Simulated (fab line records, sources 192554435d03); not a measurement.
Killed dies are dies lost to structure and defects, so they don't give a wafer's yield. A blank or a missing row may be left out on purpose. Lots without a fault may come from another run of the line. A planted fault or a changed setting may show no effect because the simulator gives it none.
Chamber matching | flow n5_finfet | N5_BEOL_M15_DESCUM_15 on rie_diel-03: 4 sister chambers
The step chemistry O2, time 7.9 s. 18 wafers are shown with their chamber, then 9 later ones without.

WAFERS WITH THEIR CHAMBER
wafer  | chamber | showerhead_plenum_p_Torr (Torr) | throttle_valve_pct (%) | oes_product_au (a.u.)
L075.2 | 0       | 2.09                            | 20.64                  | 0.73
L075.3 | 1       | 2.22                            | 20.50                  | 0.89
L075.5 | 2       | 2.09                            | 20.82                  | 0.74
L076.1 | 1       | 2.22                            | 20.51                  | 0.88
L076.4 | 0       | 2.09                            | 20.65                  | 0.72
L076.5 | 0       | 2.09                            | 20.64                  | 0.72
L079.2 | 3       | 2.08                            | 20.99                  | 0.71
L079.4 | 1       | 2.21                            | 20.54                  | 0.88
L079.6 | 2       | 2.08                            | 20.84                  | 0.73
L082.4 | 1       | 2.21                            | 20.53                  | 0.88
L082.5 | 2       | 2.08                            | 20.84                  | 0.73
L082.6 | 3       | 2.08                            | 20.99                  | 0.71
L087.1 | 1       | 2.21                            | 20.53                  | 0.85
L087.2 | 0       | 2.08                            | 20.68                  | 0.71
L087.6 | 1       | 2.21                            | 20.55                  | 0.85
L089.2 | 2       | 2.08                            | 20.86                  | 0.71
L089.4 | 3       | 2.08                            | 21.04                  | 0.71
L089.5 | 3       | 2.08                            | 21.03                  | 0.71

SIGNATURES (means of the wafers above)
reading                  | chamber 0 | chamber 1 | chamber 2 | chamber 3 | scatter within a chamber
showerhead_plenum_p_Torr | 2.0875    | 2.2133    | 2.0825    | 2.0800    | 0.0045
throttle_valve_pct       | 20.6525   | 20.5267   | 20.8400   | 21.0125   | 0.0201
oes_product_au           | 0.7200    | 0.8717    | 0.7275    | 0.7100    | 0.0124
Rule: a wafer's distance from a chamber is the root of the sum, over the readings, of the square of ((its reading less the chamber's mean) divided by the reading's scatter). The wafer belongs to the nearest chamber; if the next one is less than 2 further off, it can't be placed. The scatter: the root of (the sum of the squares of (reading less its chamber's mean) over the shown wafers, divided by (wafers less chambers)).

WAFERS WITHOUT THEIR CHAMBER
wafer  | showerhead_plenum_p_Torr (Torr) | throttle_valve_pct (%) | oes_product_au (a.u.)
L090.2 | 2.08                            | 20.69                  | 0.71
L090.3 | 2.21                            | 20.54                  | 0.84
L090.4 | 2.08                            | 20.67                  | 0.71
L095.1 | 2.08                            | 20.72                  | 0.70
L095.4 | 2.08                            | 20.59                  | 0.98
L095.5 | 2.08                            | 20.59                  | 0.99
L096.3 | 2.08                            | 20.70                  | 0.69
L096.5 | 2.08                            | 20.59                  | 0.98
L096.6 | 2.07                            | 20.88                  | 0.71

WHICH CHAMBER EACH WENT THROUGH
wafer  | from the rows above | in truth
L090.2 | 0                   | 0
L090.3 | 1                   | 1
L090.4 | 0                   | 0
L095.1 | 0                   | 0
L095.4 | 0                   | 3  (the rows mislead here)
L095.5 | 0                   | 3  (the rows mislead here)
L096.3 | 0                   | 0
L096.5 | 0                   | 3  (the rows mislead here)
L096.6 | 2                   | 2
Placed correctly: 6 of 9. Can't be placed from these rows: 0. Placed wrongly: 3.
